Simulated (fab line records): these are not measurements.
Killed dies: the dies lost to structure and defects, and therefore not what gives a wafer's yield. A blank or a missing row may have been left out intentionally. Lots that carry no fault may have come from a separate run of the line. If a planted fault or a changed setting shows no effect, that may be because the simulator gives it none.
Chamber matching ; flow n5Finfet ; rieSi-06 running N5_PMOS_HMC_CHANNEL_EPI_FIN_RECESS_16: 4 sister chambers
The step chemistry HBr/Cl2, target Si, target depth 54 nm, time 18 s. 4 wafers are shown with their chamber, then 9 later ones without.

== WAFERS PAIRED WITH THEIR CHAMBERS ==
wafer;chamber;drypumpMotorCurrentA (A)
L079.6;1;5.4
L082.5;2;5.2
L086.1;0;5.9
L086.4;3;6.2

== WAFERS WITHOUT THEIR CHAMBER ==
wafer;drypumpMotorCurrentA (A)
L092.4;5.3
L092.5;6.2
L092.6;5.2
L093.2;5.2
L093.3;6.2
L093.5;5.9
L095.1;5.9
L095.3;5.3
L095.5;6.2

== WHICH CHAMBER EACH ONE RAN IN ==
wafer;from the rows above;in truth
L092.4;can't be placed: 2 or 1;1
L092.5;3;3
L092.6;2;2
L093.2;2;2
L093.3;3;3
L093.5;0;0
L095.1;0;0
L095.3;can't be placed: 2 or 1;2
L095.5;3;3
Placed correctly: 7 of 9. Can't be placed from these rows: 2 (the true chamber is among the candidates in 2). Placed wrongly: 0.
How it was worked out, from the rows above alone: a wafer's distance from a chamber is the root of the sum, over the readings, of the square of ((its reading less the chamber's mean) divided by the reading's scatter). If the next closest chamber is less than 2 further off than the closest, the wafer can't be placed; otherwise it belongs to the closest. The mean given for a chamber averages the wafers shown for that chamber. The scatter: root of mean squared gap, hidden wafer to nearest shown wafer, with one shown wafer a chamber.
